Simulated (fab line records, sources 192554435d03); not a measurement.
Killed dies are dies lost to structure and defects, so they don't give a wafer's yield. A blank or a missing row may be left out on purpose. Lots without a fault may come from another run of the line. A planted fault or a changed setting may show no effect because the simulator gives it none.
Chamber matching | flow n5_finfet | N5_BEOL_M7_ETCH_61 on rie_diel-03: 4 sister chambers
The step etches SiARC in CF4, target depth 45.5 nm, time 75.8 s. 4 wafers are shown with their chamber, then 10 later ones without.

WAFERS WITH THEIR CHAMBER
wafer  | chamber | drypump_motor_current_A (A)
L083.6 | 2       | 6.0
L089.5 | 1       | 5.9
L090.2 | 3       | 6.4
L090.3 | 0       | 5.2

WAFERS WITHOUT THEIR CHAMBER
wafer  | drypump_motor_current_A (A)
L090.6 | 6.5
L094.1 | 5.9
L094.3 | 5.2
L094.4 | 6.5
L095.1 | 5.9
L095.3 | 6.0
L095.6 | 6.0
L096.1 | 5.9
L096.5 | 5.9
L096.6 | 5.2

WHICH CHAMBER EACH WENT THROUGH
wafer  | from the rows above | in truth
L090.6 | 3                   | 3
L094.1 | 1                   | 1
L094.3 | 0                   | 0
L094.4 | 3                   | 3
L095.1 | 1                   | 1
L095.3 | 2                   | 2
L095.6 | 2                   | 2
L096.1 | 1                   | 1
L096.5 | 1                   | 1
L096.6 | 0                   | 0
Placed correctly: 10 of 10. Can't be placed from these rows: 0. Placed wrongly: 0.
How it was worked out, from the rows above alone: a wafer's distance from a chamber is the root of the sum, over the readings, of the square of ((its reading less the chamber's mean) divided by the reading's scatter). The wafer belongs to the nearest chamber; if the next one is less than 2 further off, it can't be placed. A chamber's mean is the mean of its shown wafers. The scatter: with one shown wafer a chamber, the root of the mean of the squares of how far each hidden wafer lies from its nearest shown one.
